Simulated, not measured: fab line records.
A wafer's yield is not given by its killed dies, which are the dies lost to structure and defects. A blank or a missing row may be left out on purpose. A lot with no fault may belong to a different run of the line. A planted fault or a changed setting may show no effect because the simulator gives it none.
fab line records	flow nand_harc
[record] lots = 6	wafers = 18	last_day = 33
route steps=1302 shown P_GATE@134 END@1302
lots that met no fault: taken from a fault-free run of the same line
start_h: hours from the record's opening day to when the first of the lot's shown wafers began	wait_h: hours since the lot's step before	" the same as in the row above	L1.1+2: several wafers, shown together as one row	- either no value or no given start	* or withheld: withheld	< > ~ a bound
route shown NAME@n: a module of which the file shows steps, and the number in the route of the first	usual: mean/standard deviation of fault-free wafers	same: alike in all rows	chamber/n: place in a boat	sites: each site's reading	_std_site: standard deviation of those values	_edge_site: mean of outer sites minus mean of inner sites	radius_mm: for every site, how far away it sits from the centre of the wafer	mask NAME#n: copy n	behind: tool/chamber where the wafer was last shaped	hold: why the lot was held/for how many hours/how that ended	device: names the non-switching transistor (n, p or np)	end of line: the route-end tests of the same wafers	for a step that has no rows: nothing shown but its recipe	killed: the dies lost at the first sort to structure and to defects; this is not the yield of the wafer	map: per-die view of a wafer (x killed, . not killed, _ where there is no die)
set.NAME: the setting the step ran with; set.NAME@STEP: the setting that earlier step ran with	model.NAME: the simulator's own value behind a step, which no gauge read
lots seen at some steps along the route; tables by step, rows by wafer
services: from which hour (start_h, from the record's first day; less than 0 if before it) a tool's chamber was out of use, for how many hours, and why
[[steps]]
[step NHARC_P_GATE_HMDS_19]
[recipe] time_s = 30
[step NHARC_P_GATE_COAT_20]
[recipe] spin_rpm = 1500	resist_thk_nm = 90
[step NHARC_P_GATE_SOFTBAKE_21]
[recipe] temp_c = 105	time_s = 55
[step NHARC_P_GATE_EBR_22]
[step NHARC_P_GATE_EXPOSE_23]
[recipe] na = 1.35	target_cd_nm = 120	dose_mj = 93.91	mask_id = P_GATE
[step NHARC_P_GATE_PEB_24]
[recipe] peb_temp_c = 100	peb_time_s = 65
[step NHARC_P_GATE_DEVELOP_25]
[recipe] develop_time_s = 35	dev_temp_c = 23
[step NHARC_P_GATE_CD_MEAS_26]
[recipe] target_cd_nm = 120	landing_energy_ev = 500
[usual] cd_nm = 120.3/0.8
lot.wafer	tool	chamber	start_h	wait_h	cd_nm
L550.2	cd_sem-01	0	105.90	-	122.5
L550.3	"	0	"	"	119.9
L550.5	"	0	"	"	119.4
L554.1	cd_sem-01	0	140.22	-	120.0
L554.2	"	0	"	"	120.4
L554.5	"	0	"	"	120.4
L560.2	cd_sem-01	0	198.28	-	120.1
L560.4	"	0	"	"	120.3
L560.5	"	0	"	"	120.3
L563.2	cd_sem-03	0	234.18	-	118.8
L563.3	"	0	"	"	119.6
L563.5	"	0	"	"	119.5
L568.1	cd_sem-02	0	283.08	-	120.5
L568.2	"	0	"	"	120.3
L568.3	"	0	"	"	119.6
L572.1	cd_sem-03	0	314.26	-	121.1
L572.5	"	0	"	"	120.4
L572.6	"	0	"	"	120.6
[step NHARC_P_GATE_OVL_MEAS_27]
[usual] overlay_x_nm = 0.0/0.95	overlay_y_nm = 0.1/0.92
lot.wafer	tool	chamber	start_h	wait_h	overlay_x_nm	overlay_y_nm
L550.2	overlay-02	-	105.99	-	-1.3	2.4
L550.3	"	-	"	"	-0.8	2.0
L550.5	"	-	"	"	-1.3	2.1
L554.1	overlay-01	-	140.30	-	0.0	-0.4
L554.2	"	-	"	"	-0.9	-0.6
L554.5	"	-	"	"	-0.3	-0.6
L560.2	overlay-01	-	198.36	-	0.3	-0.1
L560.4	"	-	"	"	0.1	-0.5
L560.5	"	-	"	"	0.5	-0.3
L563.2	overlay-01	-	234.27	-	3.2	0.9
L563.3	"	-	"	"	2.5	1.2
L563.5	"	-	"	"	2.3	1.3
L568.1	overlay-01	-	283.17	-	-1.0	0.8
L568.2	"	-	"	"	-1.0	1.3
L568.3	"	-	"	"	-1.2	0.9
L572.1	overlay-01	-	314.35	-	-0.2	0.9
L572.5	"	-	"	"	0.0	1.4
L572.6	"	-	"	"	-0.4	1.0
[step NHARC_P_GATE_INSPECT_28]
[usual] raw_defect_count = 6.2/2.7
lot.wafer	tool	chamber	start_h	wait_h	raw_defect_count
L550.2	defect_inspect-02	-	106.02	0.0	4
L550.3	"	-	"	"	4
L550.5	"	-	"	"	2
L554.1	defect_inspect-02	-	140.34	0.0	4
L554.2	"	-	"	"	9
L554.5	"	-	"	"	3
L560.2	defect_inspect-02	-	198.40	0.0	7
L560.4	"	-	"	"	6
L560.5	"	-	"	"	14
L563.2	defect_inspect-02	-	234.31	0.0	4
L563.3	"	-	"	"	7
L563.5	"	-	"	"	13
L568.1	defect_inspect-02	-	283.21	0.0	3
L568.2	"	-	"	"	5
L568.3	"	-	"	"	8
L572.1	defect_inspect-02	-	314.39	0.0	4
L572.5	"	-	"	"	4
L572.6	"	-	"	"	7
[step NHARC_P_GATE_DESCUM_31]
[recipe] time_s = 3	o2_flow_sccm = 200	ar_flow_sccm = 0	bias_power_w = 0	chemistry = O2
[step NHARC_P_GATE_ETCH_104]
[recipe] target_depth_a = 600	time_s = withheld	cf4_flow_sccm = 100	chf3_flow_sccm = 30	ar_flow_sccm = 0	rf_w = 500	bias_w = 200	chemistry = CF4/CHF3
[step NHARC_P_GATE_HM_OPEN_105]
[recipe] target_depth_a = 3600	o2_flow_sccm = 400	cos_flow_sccm = 20	ar_flow_sccm = 0	rf_w = 500	bias_w = 300	chemistry = O2/COS
[usual] drypump_motor_current_A = 5.8/0.44	oes_product_au = 1.001/0.0098	rf_vpp_V = 466.4/2.5	showerhead_plenum_p_Torr = 3.09/0.11	throttle_valve_pct = 28.332/0.0083
lot.wafer	tool	chamber	start_h	wait_h	drypump_motor_current_A	oes_product_au	rf_hours_counter_h	rf_vpp_V	showerhead_plenum_p_Torr	throttle_valve_pct
L550.3	rie_diel-07	1	106	-	6.3	0.986	10	464.4	2.99	28.335
L550.2	"	2	"	"	5.0	0.977	9	469.9	3.30	28.333
L550.5	"	0	"	"	5.2	0.992	-	463.2	2.95	28.344
L554.1	rie_diel-01	0	140	-	5.9	1.009	6	468.7	3.19	28.331
L554.2	"	1	"	"	6.2	1.007	5	463.7	3.00	28.325
L554.5	"	1	"	"	6.2	1.006	-	464.5	3.00	28.330
L560.4	rie_diel-01	1	198	-	6.2	1.000	10	463.1	3.00	28.326
L560.2	"	2	"	"	5.3	1.005	10	465.1	3.02	28.332
L560.5	"	3	"	"	5.3	1.007	-	470.4	3.28	28.321
L563.3	rie_diel-01	3	234	-	5.2	0.993	1	471.8	3.28	28.332
L563.2	"	0	"	"	5.9	1.006	1	468.3	3.18	28.345
L563.5	"	1	"	"	6.2	0.983	-	463.4	3.00	28.315
L568.1	rie_diel-11	1	283	-	6.2	1.004	9	464.3	3.00	28.338
L568.2	"	3	"	"	5.7	1.003	9	465.8	3.06	28.318
L568.3	"	0	"	"	6.0	1.018	9	467.3	3.22	28.325
L572.1	rie_diel-07	2	314	-	5.1	0.994	1	472.4	3.29	28.323
L572.6	"	0	"	"	5.2	1.009	-	462.9	2.95	28.343
L572.5	"	1	"	"	6.3	1.000	-	463.9	2.99	28.324
[step NHARC_P_GATE_STRIP_106]
[recipe] o2_flow_sccm = 400	cos_flow_sccm = 20	ar_flow_sccm = 0	bias_w = 0	chemistry = O2/COS
[step NHARC_P_GATE_ETCH_114]
[recipe] target_depth_a = 300	overetch_a = 30	time_s = 16.5	ion_energy_ev = 100	cf4_flow_sccm = 80	o2_flow_sccm = 20	ar_flow_sccm = 0	rf_w = 300	bias_w = 100	chemistry = CF4/O2
[usual] drypump_motor_current_A = 5.8/0.45	oes_product_au = 1.001/0.011	rf_vpp_V = 197.4/1.2	showerhead_plenum_p_Torr = 1.32/0.049	throttle_valve_pct = 13.397/0.0093
[same] time_s = 16.5
lot.wafer	tool	chamber	start_h	wait_h	drypump_motor_current_A	oes_product_au	rf_hours_counter_h	rf_vpp_V	showerhead_plenum_p_Torr	throttle_valve_pct
L550.2	rie_diel-07	2	-	-	5.0	0.977	9	200.0	1.41	13.397
L550.3	"	3	"	"	6.5	0.996	9	196.3	1.28	13.391
L550.5	"	3	"	"	6.5	0.987	-	197.1	1.29	13.397
L554.1	rie_diel-01	0	-	-	5.8	1.014	6	198.7	1.36	13.389
L554.2	"	2	"	"	5.2	1.013	5	197.7	1.29	13.379
L554.5	"	0	"	"	5.9	1.023	-	197.7	1.36	13.399
L560.4	rie_diel-01	3	-	-	5.2	0.994	11	197.9	1.40	13.398
L560.2	"	1	"	"	6.2	1.014	10	195.7	1.28	13.409
L560.5	"	3	"	"	5.3	0.996	-	201.2	1.40	13.402
L563.2	rie_diel-01	0	-	-	5.9	1.007	1	198.2	1.36	13.389
L563.3	"	1	"	"	6.2	0.985	1	195.7	1.28	13.393
L563.5	"	1	"	"	6.2	0.986	-	197.4	1.28	13.390
L568.1	rie_diel-11	2	-	-	5.9	1.007	8	195.6	1.29	13.399
L568.2	"	0	"	"	6.0	1.013	9	198.6	1.38	13.398
L568.3	"	1	"	"	6.2	0.999	9	196.8	1.28	13.394
L572.1	rie_diel-07	2	-	-	5.0	1.004	1	199.4	1.41	13.415
L572.6	"	3	"	"	6.5	0.988	-	196.2	1.28	13.404
L572.5	"	0	"	"	5.3	1.013	-	195.7	1.26	13.400
[step NHARC_P_GATE_ETCH_32]
[recipe] target_depth_a = 1500	over_etch_frac = 1	over_etch_ion_energy_ev = 40	time_s = 100.1	hbr_flow_sccm = 150	cl2_flow_sccm = 50	rf_w = 400	icp_w = 400	bias_w = 100	chemistry = HBr/Cl2
[step NHARC_P_GATE_STRIP_108]
[recipe] o2_flow_sccm = 500	ar_flow_sccm = 0	bias_w = 0	chemistry = O2
[step NHARC_P_GATE_CD_MEAS_33]
[usual] cd_nm = 119/3.7
lot.wafer	tool	chamber	start_h	wait_h	cd_nm
L550.2	cd_sem-01	-	106.90	-	118
L550.3	"	-	"	"	119
L550.5	"	-	"	"	126
L554.1	cd_sem-03	-	141.20	-	119
L554.2	"	-	"	"	119
L554.5	"	-	"	"	117
L560.2	cd_sem-01	-	199.29	0.2	121
L560.4	"	-	"	"	118
L560.5	"	-	"	"	120
L563.2	cd_sem-02	-	235.16	-	115
L563.3	"	-	"	"	127
L563.5	"	-	"	"	117
L568.1	cd_sem-03	-	284.06	-	128
L568.2	"	-	"	"	115
L568.3	"	-	"	"	120
L572.1	cd_sem-03	-	315.24	-	116
L572.5	"	-	"	"	119
L572.6	"	-	"	"	122
[step NHARC_P_GATE_STRIP_35]
[recipe] time_s = 600	temp_c = 130	chemistry = SPM
[step NHARC_P_GATE_PRECLEAN_73]
[recipe] time_s = *	temp_c = 50	bath_age_min = 0	chemistry = SC1
[step NHARC_P_GATE_SRD_74]
[step NHARC_P_GATE_ALD_36]
[recipe] target_thk_a = 200	pulse_time_s = 60	ald_cycles = 223	temp_c = 400	material = SiNx
[step NHARC_P_GATE_ETCHBACK_37]
[recipe] target_depth_a = 345	time_s = 17.2	chf3_flow_sccm = 50	o2_flow_sccm = 10	ar_flow_sccm = 200	rf_w = 500	bias_w = 200	chemistry = CHF3/O2
[usual] drypump_motor_current_A = 5.7/0.45	oes_product_au = 0.95/0.033	rf_vpp_V = 370.2/2.1	showerhead_plenum_p_Torr = 2.38/0.092	throttle_valve_pct = 20.572/0.0091
[same] time_s = 17.2
lot.wafer	tool	chamber	start_h	wait_h	drypump_motor_current_A	oes_product_au	rf_hours_counter_h	rf_vpp_V	showerhead_plenum_p_Torr	throttle_valve_pct
L550.2	rie_diel-01	0	-	-	5.8	1.00	6.0	371.9	2.45	20.578
L550.3	"	1	"	"	6.2	1.00	4.6	368.7	2.31	20.583
L550.5	"	3	"	"	5.3	1.00	-	373.8	2.52	20.562
L554.2	rie_diel-07	0	-	-	5.2	0.91	0.3	367.8	2.27	20.582
L554.1	"	1	"	"	6.3	0.92	0.6	367.5	2.30	20.567
L554.5	"	3	"	"	6.5	0.94	-	369.8	2.31	20.570
L560.2	rie_diel-07	2	-	-	5.1	0.90	3.5	373.8	2.54	20.576
L560.4	"	3	"	"	6.5	0.98	4.6	369.5	2.31	20.580
L560.5	"	2	"	"	5.0	0.90	-	372.5	2.54	20.565
L563.3	rie_diel-07	0	-	-	5.2	1.00	4.1	367.2	2.27	20.581
L563.2	"	1	"	"	6.3	1.00	5.6	369.9	2.30	20.566
L563.5	"	3	"	"	6.5	0.99	-	369.1	2.31	20.570
L568.2	rie_diel-07	3	-	-	6.5	0.92	10.0	368.7	2.31	20.556
L568.3	"	1	"	"	6.3	0.91	9.7	367.2	2.30	20.573
L568.1	"	2	"	"	5.1	0.93	8.8	372.9	2.54	20.588
L572.1	rie_diel-01	3	-	-	5.3	0.91	5.3	372.2	2.52	20.561
L572.5	"	2	"	"	5.3	0.90	-	369.6	2.32	20.573
L572.6	"	3	"	"	5.3	0.91	-	373.5	2.52	20.573
[step NHARC_P_GATE_STRIP_101]
[recipe] time_s = 20	o2_flow_sccm = 500	ar_flow_sccm = 0	bias_w = 0	chemistry = O2
[usual] drypump_motor_current_A = 5.8/0.45	oes_product_au = 1.002/0.01	rf_vpp_V = 57.8/0.95	showerhead_plenum_p_Torr = 3.51/0.13	throttle_valve_pct = 17.037/0.0094
[same] time_s = 20
lot.wafer	tool	chamber	start_h	wait_h	drypump_motor_current_A	oes_product_au	rf_hours_counter_h	rf_vpp_V	showerhead_plenum_p_Torr	throttle_valve_pct
L550.3	rie_diel-01	1	119.13	0.1	6.2	1.015	4.6	57.7	3.40	17.036
L550.2	"	3	"	"	5.2	1.009	5.7	58.4	3.70	17.031
L550.5	"	1	"	"	6.2	1.014	-	56.9	3.40	17.030
L554.1	rie_diel-07	1	151.32	0.1	6.3	1.008	0.6	57.4	3.39	17.034
L554.2	"	2	"	"	5.1	0.990	0.6	58.6	3.72	17.034
L554.5	"	2	"	"	5.1	0.994	-	58.8	3.72	17.017
L560.2	rie_diel-07	3	209.37	0.1	6.5	1.006	4.6	56.4	3.40	17.018
L560.4	"	2	"	"	5.0	0.989	3.5	57.8	3.72	17.040
L560.5	"	0	"	"	5.3	0.980	-	55.6	3.34	17.037
L563.2	rie_diel-07	0	247.34	0.1	5.3	0.987	4.1	57.4	3.34	17.037
L563.3	"	1	"	"	6.3	0.999	5.6	57.0	3.38	17.024
L563.5	"	0	"	"	5.3	0.999	-	57.0	3.34	17.044
L568.3	rie_diel-07	2	294.19	0.1	5.1	0.987	8.9	59.6	3.72	17.048
L568.1	"	3	"	"	6.5	0.997	10.0	57.0	3.40	17.037
L568.2	"	0	"	"	5.2	1.006	8.4	56.1	3.33	17.037
L572.1	rie_diel-01	0	326.33	0.1	5.9	0.996	5.2	57.9	3.60	17.045
L572.6	"	1	"	"	6.2	1.002	-	57.0	3.39	17.026
L572.5	"	2	"	"	5.2	0.993	-	58.5	3.41	17.042
[step NHARC_P_GATE_PRECLEAN_97]
[recipe] time_s = 600	temp_c = 120	chemistry = SPM
[step NHARC_P_GATE_SRD_98]
[step NHARC_P_GATE_PRECLEAN_99]
[recipe] time_s = *	temp_c = 50	bath_age_min = 0	chemistry = SC1
[step NHARC_P_GATE_SRD_100]
[step NHARC_P_GATE_DEHYDRATE_38]
[recipe] temp_c = 150	time_s = 120
[step NHARC_P_GATE_HMDS_39]
[recipe] time_s = 30
[step NHARC_P_GATE_COAT_40]
[recipe] spin_rpm = 3000
[step NHARC_P_GATE_SOFTBAKE_41]
[recipe] temp_c = 122	time_s = 95
[step NHARC_P_GATE_EBR_42]
[step NHARC_P_GATE_EXPOSE_43]
[recipe] na = 0.6	target_cd_nm = 720	dose_mj = 14.81	mask_id = P_NSD
[step NHARC_P_GATE_PEB_44]
[recipe] peb_temp_c = 118	peb_time_s = 85
[step NHARC_P_GATE_DEVELOP_45]
[recipe] time_s = 70
[step NHARC_P_GATE_CD_MEAS_46]
[recipe] target_cd_nm = 720	landing_energy_ev = 500
[usual] cd_nm = 720.1/2.3
lot.wafer	tool	chamber	start_h	wait_h	cd_nm
L550.2	cd_sem-01	0	119.93	-	721.4
L550.3	"	0	"	"	720.7
L550.5	"	0	"	"	717.7
L554.1	cd_sem-01	0	152.24	-	718.4
L554.2	"	0	"	"	721.4
L554.5	"	0	"	"	721.2
L560.2	cd_sem-02	0	210.17	-	722.3
L560.4	"	0	"	"	719.6
L560.5	"	0	"	"	720.4
L563.2	cd_sem-01	0	248.13	-	721.2
L563.3	"	0	"	"	719.6
L563.5	"	0	"	"	719.5
L568.1	cd_sem-01	0	295.11	-	725.9
L568.2	"	0	"	"	720.3
L568.3	"	0	"	"	719.0
L572.1	cd_sem-01	0	327.12	-	719.1
L572.5	"	0	"	"	722.2
L572.6	"	0	"	"	726.0
[step NHARC_P_GATE_HARDBAKE_47]
[recipe] temp_c = 125	time_s = 80
[step NHARC_P_GATE_DESCUM_48]
[recipe] time_s = 3	o2_flow_sccm = 200	ar_flow_sccm = 0	bias_power_w = 0	chemistry = O2
[usual] drypump_motor_current_A = 5.8/0.43	oes_product_au = 1.001/0.01	rf_vpp_V = 57.7/0.91	showerhead_plenum_p_Torr = 1.89/0.071	throttle_valve_pct = 11.310/0.0099
[same] time_s = 3
lot.wafer	tool	chamber	start_h	wait_h	drypump_motor_current_A	oes_product_au	rf_hours_counter_h	rf_vpp_V	showerhead_plenum_p_Torr	throttle_valve_pct
L550.2	rie_diel-01	2	120.09	-	5.3	0.993	4.3	58.5	1.85	11.304
L550.3	"	1	"	"	6.2	1.012	4.7	57.8	1.84	11.303
L550.5	"	3	"	"	5.2	0.989	-	59.4	2.02	11.292
L554.1	rie_diel-07	2	152.40	-	5.0	0.987	0.6	57.4	2.03	11.302
L554.2	"	3	"	"	6.5	1.017	0.6	57.5	1.84	11.293
L554.5	"	2	"	"	5.1	0.995	-	59.1	2.03	11.298
L560.4	rie_diel-11	2	210.34	-	5.9	1.010	4.6	56.6	1.85	11.301
L560.2	"	3	"	"	5.6	1.007	5.2	58.9	1.88	11.289
L560.5	"	1	"	"	6.3	1.001	-	57.7	1.83	11.304
L563.2	rie_diel-11	2	248.29	-	5.9	1.018	5.9	55.3	1.85	11.318
L563.3	"	0	"	"	6.0	1.007	7.3	57.7	1.97	11.332
L563.5	"	2	"	"	5.9	1.007	-	56.8	1.85	11.326
L568.3	rie_diel-11	3	295.27	-	5.6	0.986	0	57.4	1.87	11.301
L568.1	"	1	"	"	6.2	0.983	0	57.2	1.83	11.319
L568.2	"	2	"	"	5.9	1.004	0	56.5	1.85	11.330
L572.1	rie_diel-11	1	327.30	-	6.2	0.997	0.4	58.6	1.83	11.304
L572.6	"	3	"	"	5.6	1.002	-	57.6	1.87	11.304
L572.5	"	0	"	"	5.9	1.003	-	58.5	1.97	11.315
[step NHARC_P_GATE_IMPLANT_49]
[recipe] energy_kev = 30	dose_cm2 = 3e+15	tilt_deg = 7
[step NHARC_P_GATE_STRIP_111]
[recipe] power_w = 1500	temp_c = 110	time_s = 250	chemistry = N2/H2
[step NHARC_P_GATE_STRIP_75]
[recipe] power_w = 1500	temp_c = 250	chemistry = O2
[usual] drypump_motor_current_A = 5.1/0.46	heater_power_w = 317/18	temp_c = 250.01/0.18
lot.wafer	tool	chamber	start_h	wait_h	drypump_motor_current_A	heater_power_w	rf_hours_counter_h	temp_c
L550.2	plasma_asher-02	0	120.95	0.2	4.7	349	8	250.17
L550.3	"	1	"	"	5.1	311	-	249.88
L550.5	"	1	"	"	5.1	311	-	249.80
L554.2	plasma_asher-02	0	157.07	0.2	4.7	345	16	249.64
L554.1	"	1	"	"	5.1	312	16	250.03
L554.5	"	0	"	"	4.7	344	-	249.84
L560.2	plasma_asher-01	0	211.06	0.3	5.0	314	7	250.17
L560.4	"	0	"	"	5.0	311	-	250.44
L560.5	"	0	"	"	5.0	307	-	250.01
L563.2	plasma_asher-01	1	248.96	0.3	6.1	317	14	250.10
L563.3	"	0	"	"	5.0	311	-	250.07
L563.5	"	0	"	"	5.0	303	-	250.12
L568.1	plasma_asher-02	0	295.97	0.3	4.7	329	8	250.00
L568.2	"	1	"	"	5.1	304	8	249.97
L568.3	"	1	"	"	5.0	297	-	249.89
L572.1	plasma_asher-01	0	327.94	0.3	5.1	300	33	250.06
L572.5	"	0	"	"	5.0	298	-	249.99
L572.6	"	1	"	"	6.1	313	-	250.12
[step NHARC_P_GATE_INSPECT_68]
[usual] raw_defect_count = 189/63
lot.wafer	tool	chamber	start_h	wait_h	raw_defect_count
L550.2	defect_inspect-01	-	126.66	0.1	116
L550.3	"	-	"	"	136
L550.5	"	-	"	"	152
L554.1	defect_inspect-01	-	162.64	0.2	125
L554.2	"	-	"	"	261
L554.5	"	-	"	"	373
L560.2	defect_inspect-01	-	216.63	0.1	922
L560.4	"	-	"	"	896
L560.5	"	-	"	"	898
L563.2	defect_inspect-02	-	255.13	0.1	782
L563.3	"	-	"	"	918
L563.5	"	-	"	"	815
L568.1	defect_inspect-01	-	301.65	0.2	129
L568.2	"	-	"	"	125
L568.3	"	-	"	"	115
L572.1	defect_inspect-01	-	333.40	0.2	200
L572.5	"	-	"	"	162
L572.6	"	-	"	"	138
[step NHARC_END_SORT_01]
[recipe] temp_c = 25
[usual] killed_at_array = 61/24	killed_at_other = 1.2/1.3	killed_at_periphery = 3.7/2.6	killed_dies = 66/23	killed_open = 3.3/1.8	killed_short = 2.4/1.6
[same] gross_dies = 677
lot.wafer	tool	chamber	start_h	wait_h	killed_at_array	killed_at_other	killed_at_periphery	killed_dies	killed_open	killed_short
L560.2	prober-02	0	670.37	2.8	74	0	83	157	0	1
L560.4	prober-02	0	671.95	3.4	95	1	47	143	3	4
L560.5	prober-02	0	672.73	3.6	81	0	64	145	2	1
L563.2	prober-01	0	704.75	2.8	58	0	89	147	1	5
L563.3	prober-01	0	705.55	3.1	47	4	69	120	2	1
L563.5	prober-01	0	707.14	3.7	57	0	49	106	2	2
// killed by level:class
L560.2 P_GATE:unspecified=82 A_SLIT:chamber_film_flake=29 A_CHANNEL_HOLE_D1:chamber_film_flake=24 A_CONTACT:chamber_film_flake=9 A_SGD_CUT:chamber_film_flake=6 A_CHANNEL_HOLE_D2:chamber_film_flake=3 A_STAIRCASE:chamber_film_flake=2 A_WL_FILL:geometric_particle:short=1
L560.4 P_GATE:unspecified=45 A_SLIT:chamber_film_flake=36 A_CHANNEL_HOLE_D1:chamber_film_flake=35 A_CONTACT:chamber_film_flake=6 A_SGD_CUT:chamber_film_flake=5 A_WL_FILL:chamber_film_flake=4 A_STAIRCASE:chamber_film_flake=3 A_WL_FILL:geometric_particle:short=2
L560.5 P_GATE:unspecified=60 A_SLIT:chamber_film_flake=32 A_CHANNEL_HOLE_D1:chamber_film_flake=26 A_CONTACT:chamber_film_flake=11 A_CHANNEL_HOLE_D2:chamber_film_flake=3 A_WL_FILL:chamber_film_flake=3 P_ZERO_WELL:chamber_film_flake=2 A_SGD_CUT:chamber_film_flake=2
L563.2 P_GATE:unspecified=87 A_CHANNEL_HOLE_D1:chamber_film_flake=32 A_DECK1_JOINT:chamber_film_flake=6 A_SLIT:chamber_film_flake=6 A_STAIRCASE:chamber_film_flake=5 A_CHANNEL_HOLE_D2:chamber_film_flake=4 A_ONON_D2:geometric_particle:short=2 P_STI:geometric_particle:short=1
L563.3 P_GATE:unspecified=65 A_CHANNEL_HOLE_D1:chamber_film_flake=27 A_CHANNEL_HOLE_D2:chamber_film_flake=9 A_STAIRCASE:chamber_film_flake=5 THIN_TSV:chamber_film_flake=4 P_GATE:chamber_film_flake=2 P_CONTACT:geometric_particle:open=1 P_M1:geometric_particle:open=1
L563.5 P_GATE:unspecified=43 A_CHANNEL_HOLE_D1:chamber_film_flake=36 A_SLIT:chamber_film_flake=6 A_STAIRCASE:chamber_film_flake=5 A_CHANNEL_HOLE_D2:chamber_film_flake=3 P_GATE:chamber_film_flake=2 P_CONTACT:chamber_film_flake=2 A_CHANNEL_FILL_D2:chamber_film_flake=2
// map L560.2 (x killed, . not)
____________.____________
_________......._________
_______..........._______
______.............______
_____.............x._____
____............xx...____
____....x.......x...x____
___....x..x.....x.....___
___......x....x.......___
__......xx.............__
__......xxx......x..xx.__
_.....xxxxxx............_
_......x.xxx............_
_......xxxx............._
_.........xx............_
_........x.............._
.........x..x............
..x.x.x.x................
.....xxxxx...............
....xxxxx.xx.............
...xxxxxxxxx.............
_..xxxxxxxxxxx.........._
_.x.xxxxxxxxxxxx........_
_.xxxxxxxxxxx.x........._
_.xxxxxxxxxxxxx........._
_..xxxxxxxxxxxx........._
__.xxxxxxxxx...........__
__..xxxxxxxxx..........__
___.xxxxxx.x...x......___
___...xx...xx...x.....___
____.....x......x....____
____.................____
_____..............._____
______.............______
_______..........._______
_________......._________
____________.____________
// map L563.2 (x killed, . not)
____________.____________
_________......._________
_______..........._______
______.............______
_____..............._____
____.................____
____......xx.........____
___...xx..x....xx.....___
___......x.x....x.xx.x___
__......xxx...xx.x.xx..__
__..x.xxxxxx.x.xxxxxx..__
_.......xxxx.xxxxxxxx..._
_.......xx.xxx.xxxxxxx.._
_......xxx.x..xxxxxxx..._
_.......xx....xxxxxxx..._
_...x...xx....xxxxxxxxx._
..............xxxxxxx....
.....x..x......xxxxxxxx..
.......x......xxxxxxxx...
x..............xxxx......
.....x.........xx.xxx....
_..................xx..._
_.....x................._
_..x...................._
_......................._
_......................x_
__............x........__
__...............x...x.__
___.........x.........___
___............xx.....___
____...........x.....____
____............x....____
_____.........x....._____
______.x...........______
_______......x...._______
_________.....xx_________
____________x____________
[[services]]
tool	chamber	start_h	hours	kind
rie_diel-01	2	89.88	6.7	repair
rie_diel-07	0	96.41	-	clean
rie_diel-07	1	96.41	-	clean
rie_diel-11	-	108.45	9.0	pm
rie_diel-07	-	117.21	9.0	pm
plasma_asher-01	-	122.01	4.7	repair
rie_diel-11	2	141.27	6.0	repair
rie_diel-11	0	141.80	5.3	repair
rie_diel-07	0	142.57	7.7	repair
plasma_asher-01	-	151.30	6.9	repair
plasma_asher-02	-	152.27	4.5	repair
rie_diel-07	0	160.31	22.7	repair
rie_diel-07	2	165.74	6.7	repair
plasma_asher-01	-	166.17	9.0	pm
rie_diel-07	3	178.37	3.9	repair
rie_diel-01	0	185.87	6.5	repair
rie_diel-07	3	196.90	4.0	repair
rie_diel-01	-	203.96	9.0	pm
rie_diel-01	1	213.72	9.4	repair
rie_diel-07	1	214.18	5.0	repair
rie_diel-11	2	217.57	5.0	repair
plasma_asher-02	-	249.00	9.0	pm
rie_diel-11	-	285.45	9.0	pm
rie_diel-11	0	294.91	5.9	repair
[[key]]
[first_sign] step = NHARC_P_GATE_INSPECT_68	reading = raw_defect_count	direction = up	sigmas = 11	usual = 189	struck = 872
[effect] step = NHARC_END_SORT_01	reading = killed_at_periphery	direction = up	sigmas = 24	usual = 3.7	struck = 66.8
[more_kills_born_at] NHARC_P_GATE_HM_OPEN_105@rie_diel-01 = 382
met_at NHARC_P_GATE_HM_OPEN_105
struck_wafers L560.2,L560.4,L560.5,L563.2,L563.3,L563.5
tester_left_out L560,L563
onset_between 140 198
also_fits NHARC_P_GATE_ETCH_114:rie_diel-01
[fault] kind = chamber_particle_source	tool = rie_diel-01	chamber = -	onset_h = 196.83	steps = NHARC_P_GATE_HM_OPEN_105	rate_per_visit_cm2 = 1.0781	end_h = 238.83
// tester_left_out: of these lots the tester's yield and bins aren't shown, on N5 and GAA mostly nor the transistor test; their killed dies are dies lost to structure and defects alone, not to doping, threshold or leakage, so they don't give the yield
